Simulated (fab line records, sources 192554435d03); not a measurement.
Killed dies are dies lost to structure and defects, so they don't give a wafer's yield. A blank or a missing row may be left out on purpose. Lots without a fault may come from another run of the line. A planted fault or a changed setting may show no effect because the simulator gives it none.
Chamber matching | flow n5_finfet | N5_BEOL_M4_ILD_DEP_00 on pecvd-04: 3 sister chambers
The step deposits SiOC from DEMS/O2, target thk 79 nm, time 15.3 s. 6 wafers are shown with their chamber, then 12 later ones without.

WAFERS WITH THEIR CHAMBER
wafer  | chamber | throttle_valve_pct (%) | showerhead_plenum_p_Torr (Torr)
L083.6 | 1       | 12.3                   | 5.672
L085.5 | 2       | 11.4                   | 5.712
L085.6 | 0       | 12.5                   | 5.703
L086.1 | 0       | 12.5                   | 5.707
L086.2 | 2       | 11.4                   | 5.686
L086.3 | 1       | 12.4                   | 5.659

WAFERS WITHOUT THEIR CHAMBER
wafer  | throttle_valve_pct (%) | showerhead_plenum_p_Torr (Torr)
L087.1 | 12.4                   | 5.700
L087.3 | 12.5                   | 5.675
L087.5 | 11.4                   | 5.695
L092.2 | 11.0                   | 5.696
L092.3 | 12.6                   | 5.704
L092.5 | 12.6                   | 5.710
L093.1 | 12.4                   | 5.693
L093.3 | 12.6                   | 5.694
L093.6 | 12.5                   | 5.679
L096.3 | 12.5                   | 5.697
L096.4 | 11.4                   | 5.697
L096.5 | 12.7                   | 5.689

WHICH CHAMBER EACH WENT THROUGH
wafer  | from the rows above     | in truth
L087.1 | can't be placed: 0 or 1 | 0
L087.3 | can't be placed: 0 or 1 | 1
L087.5 | 2                       | 2
L092.2 | 2                       | 2
L092.3 | 0                       | 0
L092.5 | 0                       | 0
L093.1 | can't be placed: 1 or 0 | 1
L093.3 | 0                       | 0
L093.6 | can't be placed: 0 or 1 | 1
L096.3 | 0                       | 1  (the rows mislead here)
L096.4 | 2                       | 2
L096.5 | 0                       | 0
Placed correctly: 7 of 12. Can't be placed from these rows: 4 (the true chamber is among the candidates in 4). Placed wrongly: 1.
How it was worked out, from the rows above alone: a wafer's distance from a chamber is the root of the sum, over the readings, of the square of ((its reading less the chamber's mean) divided by the reading's scatter). The wafer belongs to the nearest chamber; if the next one is less than 2 further off, it can't be placed. A chamber's mean is the mean of its shown wafers. The scatter: the root of (the sum of the squares of (reading less its chamber's mean) over the shown wafers, divided by (wafers less chambers)).
